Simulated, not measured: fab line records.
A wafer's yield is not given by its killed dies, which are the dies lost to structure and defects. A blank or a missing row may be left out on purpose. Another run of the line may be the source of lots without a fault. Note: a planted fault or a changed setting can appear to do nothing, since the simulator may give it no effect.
A lot that was struck, set against a sound lot || flow nand_harc || 14 out of 1302 route steps
Sound: wafers L367.1, L367.3, L367.6. Wafers L377.1, L377.2, L377.4 were the ones struck. At the end, the cause is stated.
Order at every step that has rows: each side's tool, ch and its chambers, its first start. Under that, the readings that differ: sound wafers || struck wafers || difference of the means || sigmas: that difference in standard deviations of wafers without a fault.
alike: a reading whose means differ by less than 2 such deviations, as well as words and numbers matching on both sides. not compared: withheld readings; readings where some wafer has no value; bounds like >300 that might hide an equal value; numbers whose values overlap and for which the record gives no deviation.
A row with sigmas, a row that says differs or no value, or rows on one side alone: a step with any of these is where the two part. Non-overlapping numbers with no deviation appear without sigmas and do not part them. Lack of a reading on every wafer of one side parts them only where that side has two or more wafers.

NHARC_P_GATE_ALD_36: deposits SiNx, target thk 20 nm, pulse time 60 s, ald cycles 223.
  sound on ald_sin-01 ch 0,2,3, day 5 14:45; struck on ald_sin-04 ch 1,2,3, day 9 18:40
  alike: heater_power_outer_w, heater_power_w, precursor_pulse_height_rel
NHARC_P_GATE_ETCHBACK_37: etches the open film in CHF3/O2, target depth 34.5 nm, time 17.2 s.
  sound on rie_diel-04 ch 0,1,3; struck on rie_diel-04 ch 1,2,3
  alike: drypump_motor_current_A, o2_flow_sccm, oes_product_au, rf_vpp_V, showerhead_plenum_p_Torr, throttle_valve_pct
  not compared: rf_hours_counter_h
NHARC_P_GATE_STRIP_101: strips in O2, time 20 s.
  sound on rie_diel-04 ch 0,1,2, day 6 00:18; struck on rie_diel-04 ch 0,1,3, day 10 03:14
{"reading": "throttle_valve_pct (%)", "sound": "17.031 17.035 17.030", "struck": "17.048 17.054 17.051", "difference": "+0.019", "sigmas": "+2"}
  alike: drypump_motor_current_A, o2_flow_sccm, oes_product_au, rf_vpp_V, showerhead_plenum_p_Torr
  not compared: rf_hours_counter_h
then, 9 steps without rows for these wafers: NHARC_P_GATE_PRECLEAN_97 (cleans in SPM, time 600 s); NHARC_P_GATE_SRD_98; NHARC_P_GATE_PRECLEAN_99 (cleans in SC1); NHARC_P_GATE_SRD_100; NHARC_P_GATE_DEHYDRATE_38 (time 120 s); NHARC_P_GATE_HMDS_39 (time 30 s); NHARC_P_GATE_COAT_40; NHARC_P_GATE_SOFTBAKE_41 (time 95 s); NHARC_P_GATE_EBR_42.
NHARC_P_GATE_EXPOSE_43: exposes mask P NSD, target cd 720 nm.
  sound on krf_scanner-02 ch 0, day 6 01:01; struck on krf_scanner-02, day 10 03:53
  no value came back on the struck wafers for exposure_dose_mJ_cm2, focus_offset_nm (nm); on the sound wafers exposure_dose_mJ_cm2 reads 14.808 14.812 14.807
  alike: mask
then, 1 step without rows for these wafers: NHARC_P_GATE_PEB_44 (peb time 85 s).

== WHERE THEY PART ==
At NHARC_P_GATE_STRIP_101 first; at NHARC_P_GATE_EXPOSE_43 last (within this record only).

WHY: whatever the simulator had introduced
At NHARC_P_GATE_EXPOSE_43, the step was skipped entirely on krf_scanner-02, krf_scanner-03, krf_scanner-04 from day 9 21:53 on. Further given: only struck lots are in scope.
